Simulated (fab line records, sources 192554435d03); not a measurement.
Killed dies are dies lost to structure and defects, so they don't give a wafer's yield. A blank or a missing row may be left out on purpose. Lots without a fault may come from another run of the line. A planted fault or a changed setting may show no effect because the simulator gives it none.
Which tool did it? | flow n5_finfet | 24 lots, 72 wafers sampled, at 3 steps of a route of 1938

WHAT THE GAUGES READ, wafer by wafer
N5_BEOL_M11_THK_MEAS_01. Usual: M11_ILD_THK 268 nm, standard deviation 3.3.
lot  | measured     | on            | M11_ILD_THK (nm) | flag
L074 | day 10 02:31 | film_metro-02 | 265 268 273      |
L075 | day 10 09:44 | film_metro-01 | 271 273 272      |
L076 | day 10 16:04 | film_metro-01 | 264 264 269      |
L078 | day 11 01:16 | film_metro-01 | 267 271 269      |
L077 | day 11 02:27 | film_metro-02 | 269 269 271      |
L080 | day 11 20:52 | film_metro-02 | 262 267 267      |
L079 | day 11 22:17 | film_metro-02 | 264 269 270      |
L081 | day 12 03:06 | film_metro-02 | 264 263 271      |
L082 | day 12 15:29 | film_metro-02 | 265 264 272      |
L083 | day 12 17:16 | film_metro-01 | 264 269 269      |
L086 | day 13 07:49 | film_metro-01 | 263 263 271      |
L084 | day 13 06:46 | film_metro-01 | 266 269 270      |
L087 | day 13 11:20 | film_metro-02 | 268 269 275      |
L085 | day 13 16:20 | film_metro-01 | 267 267 272      |
L088 | day 13 16:34 | film_metro-01 | 270 271 271      |
L089 | day 14 13:36 | film_metro-01 | 265 265 267      |
L090 | day 14 13:47 | film_metro-02 | 263 269 267      |
L091 | day 14 15:17 | film_metro-02 | 262 267 269      |
L092 | day 15 03:22 | film_metro-02 | 266 269 268      |
L095 | day 15 13:14 | film_metro-01 | 265 262 269      |
L093 | day 15 16:05 | film_metro-01 | 263 265 268      |
L094 | day 15 20:20 | film_metro-02 | 267 265 272      |
L097 | day 15 22:15 | film_metro-01 | 266 266 273      |
L096 | day 16 09:47 | film_metro-01 | 266 271 270      |

WHICH TOOL RAN EACH LOT (tool, then ch and the chambers of the sampled wafers, then the start)
lot  | N5_BEOL_M9_DEP_56               | N5_BEOL_M10_STRIP_19
L074 | pecvd-03 ch 1,2, day 9 17:22    | rie_diel-04 ch 1,3, day 9 19:29
L075 | pecvd-03 ch 1,2, day 10 02:05   | rie_diel-04 ch 0,1,3, day 10 04:26
L076 | pecvd-02 ch 0,1,2, day 10 06:40 | rie_diel-06 ch 1,3, day 10 09:29
L078 | pecvd-02 ch 0,1,2, day 10 17:36 | rie_diel-06 ch 0,1,3, day 10 21:05
L077 | pecvd-01 ch 0,1,2, day 10 18:13 | rie_diel-06 ch 0,2,3, day 10 21:19
L080 | pecvd-03 ch 0,1, day 11 07:53   | rie_diel-04 ch 0,3, day 11 12:51
L079 | pecvd-03 ch 0,2, day 11 13:37   | rie_diel-03 ch 0,2,3, day 11 17:20
L081 | pecvd-02 ch 0,1,2, day 11 18:28 | rie_diel-04 ch 0,1,3, day 11 21:23
L082 | pecvd-02 ch 1,2, day 12 06:48   | rie_diel-03 ch 0,1,2, day 12 09:31
L083 | pecvd-03 ch 0,2, day 12 06:58   | rie_diel-04 ch 0,1,2, day 12 09:56
L086 | pecvd-03 ch 1,2, day 12 22:38   | rie_diel-06 ch 0,1,3, day 13 00:50
L084 | pecvd-03 ch 0,1, day 12 23:23   | rie_diel-03 ch 0,1, day 13 01:03
L087 | pecvd-01 ch 0,1, day 13 03:12   | rie_diel-04 ch 0,2,3, day 13 06:23
L085 | pecvd-03 ch 0,1,2, day 13 05:23 | rie_diel-03 ch 0,1,2, day 13 09:35
L088 | pecvd-02 ch 0,1, day 13 07:53   | rie_diel-04 ch 0,3, day 13 10:23
L089 | pecvd-03 ch 1,2, day 14 03:35   | rie_diel-04 ch 0,1,2, day 14 05:55
L090 | pecvd-03 ch 0,1,2, day 14 03:51 | rie_diel-03 ch 1,2,3, day 14 06:09
L091 | pecvd-01 ch 0,1,2, day 14 04:49 | rie_diel-06 ch 1,2,3, day 14 10:50
L092 | pecvd-02 ch 0,1,2, day 14 18:46 | rie_diel-06 ch 0,2,3, day 14 21:38
L095 | pecvd-01 ch 0,1, day 15 01:41   | rie_diel-04 ch 1,2,3, day 15 04:53
L093 | pecvd-02 ch 0,2, day 15 06:03   | rie_diel-04 ch 0,1,3, day 15 09:03
L094 | pecvd-01 ch 0,1, day 15 09:59   | rie_diel-03 ch 0,3, day 15 13:38
L097 | pecvd-02 ch 0,1, day 15 12:46   | rie_diel-03 ch 1,2,3, day 15 15:58
L096 | pecvd-03 ch 1,2, day 15 21:04   | rie_diel-04 ch 0,2,3, day 16 00:06
- N5_BEOL_M9_DEP_56: deposits SiCN from 3MS/NH3, target thk 15 nm, time 26.5 s.
- N5_BEOL_M10_STRIP_19: strips in O2.

WHAT THE TOOLS THEMSELVES READ (means of the sampled wafers that have a number; where no wafer has one, the mark that the record gives instead)
N5_BEOL_M9_DEP_56. Usual: showerhead_plenum_p_Torr 3.660 Torr, standard deviation 0.015; throttle_valve_pct 9.2 %, standard deviation 0.46.
lot  | tool     | showerhead_plenum_p_Torr (Torr) | throttle_valve_pct (%) | flag
L074 | pecvd-03 | 3.682                           | 9.1                    |
L075 | pecvd-03 | 3.671                           | 8.6                    |
L076 | pecvd-02 | 3.647                           | 9.1                    |
L078 | pecvd-02 | 3.645                           | 9.3                    |
L077 | pecvd-01 | 3.660                           | 9.2                    |
L080 | pecvd-03 | 3.668                           | 9.3                    |
L079 | pecvd-03 | 3.662                           | 8.9                    |
L081 | pecvd-02 | 3.649                           | 9.2                    |
L082 | pecvd-02 | 3.641                           | 9.5                    |
L083 | pecvd-03 | 3.661                           | 9.2                    |
L086 | pecvd-03 | 3.673                           | 8.7                    |
L084 | pecvd-03 | 3.666                           | 9.6                    |
L087 | pecvd-01 | 3.659                           | 9.2                    |
L085 | pecvd-03 | 3.670                           | 9.3                    |
L088 | pecvd-02 | 3.657                           | 9.0                    |
L089 | pecvd-03 | 3.677                           | 9.0                    |
L090 | pecvd-03 | 3.666                           | 9.1                    |
L091 | pecvd-01 | 3.656                           | 9.3                    |
L092 | pecvd-02 | 3.656                           | 9.2                    |
L095 | pecvd-01 | 3.654                           | 9.4                    |
L093 | pecvd-02 | 3.658                           | 8.9                    |
L094 | pecvd-01 | 3.655                           | 9.2                    |
L097 | pecvd-02 | 3.660                           | 9.2                    |
L096 | pecvd-03 | 3.673                           | 9.3                    |

N5_BEOL_M10_STRIP_19. Usual: drypump_motor_current_A 5.7 A, standard deviation 0.59; oes_product_au 0.82 a.u., standard deviation 0.069; rf_vpp_V 3.7 V, standard deviation 0.65; showerhead_plenum_p_Torr 2.07 Torr, standard deviation 0.074; throttle_valve_pct 16.67 %, standard deviation 0.2.
lot  | tool        | drypump_motor_current_A (A) | oes_product_au (a.u.) | rf_vpp_V (V) | showerhead_plenum_p_Torr (Torr) | throttle_valve_pct (%) | flag
L074 | rie_diel-04 | 5.8                         | 0.84                  | 3.5          | 2.06                            | 16.82                  |
L075 | rie_diel-04 | 5.8                         | 0.81                  | 4.3          | 2.04                            | 16.72                  |
L076 | rie_diel-06 | 5.5                         | 0.85                  | 4.0          | 2.03                            | 16.66                  |
L078 | rie_diel-06 | 5.6                         | 0.84                  | 4.1          | 2.03                            | 16.64                  |
L077 | rie_diel-06 | 5.8                         | 0.81                  | 3.9          | 2.02                            | 16.75                  |
L080 | rie_diel-04 | 5.6                         | 0.79                  | 3.6          | 2.04                            | 16.86                  |
L079 | rie_diel-03 | 5.4                         | 0.86                  | 3.4          | 2.14                            | 16.55                  |
L081 | rie_diel-04 | 5.8                         | 0.79                  | 3.7          | 2.03                            | 16.75                  |
L082 | rie_diel-03 | 5.5                         | 0.90                  | 3.9          | 2.14                            | 16.59                  |
L083 | rie_diel-04 | 5.8                         | 0.84                  | 4.0          | 2.03                            | 16.55                  |
L086 | rie_diel-06 | 5.6                         | 0.82                  | 3.2          | 2.03                            | 16.69                  |
L084 | rie_diel-03 | 6.1                         | 0.92                  | 3.7          | 2.20                            | 16.62                  |
L087 | rie_diel-04 | 5.7                         | 0.82                  | 3.5          | 2.03                            | 16.70                  |
L085 | rie_diel-03 | 5.5                         | 0.87                  | 3.1          | 2.14                            | 16.60                  |
L088 | rie_diel-04 | 5.5                         | 0.74                  | 4.2          | 2.01                            | 16.81                  |
L089 | rie_diel-04 | 5.8                         | 0.80                  | 3.7          | 2.03                            | 16.58                  |
L090 | rie_diel-03 | 5.9                         | 0.87                  | 3.5          | 2.16                            | 16.44                  |
L091 | rie_diel-06 | 5.6                         | 0.85                  | 3.9          | 2.09                            | 16.65                  |
L092 | rie_diel-06 | 5.8                         | 0.85                  | 3.7          | 2.10                            | 16.64                  |
L095 | rie_diel-04 | 5.9                         | 0.82                  | 4.3          | 2.04                            | 16.71                  |
L093 | rie_diel-04 | 5.7                         | 0.76                  | 3.5          | 2.02                            | 16.80                  |
L094 | rie_diel-03 | 5.5                         | 0.81                  | 3.1          | 2.15                            | 16.79                  |
L097 | rie_diel-03 | 6.0                         | 0.85                  | 4.1          | 2.16                            | 16.48                  |
L096 | rie_diel-04 | 5.7                         | 0.79                  | 3.7          | 2.02                            | 16.74                  |

THE ANSWER, worked out from the rows above alone
Rule: a lot is off if the mean of its wafers that have a number lies more than 3 standard deviations from the usual mean. A lot without any number at a reading at which 4 lots or more have one is off too. The other lots that the step has rows for count as sound. The gauges are gone through in route order, then the tools' own readings, and for those a lot's mean is taken as printed above. The first step at which some lot is off is used, and at that step the reading that is off furthest; a lot without a number counts as furthest.
No lot is off at any reading shown: from this, nothing can be told.

WHAT THE SIMULATOR HAD PUT IN
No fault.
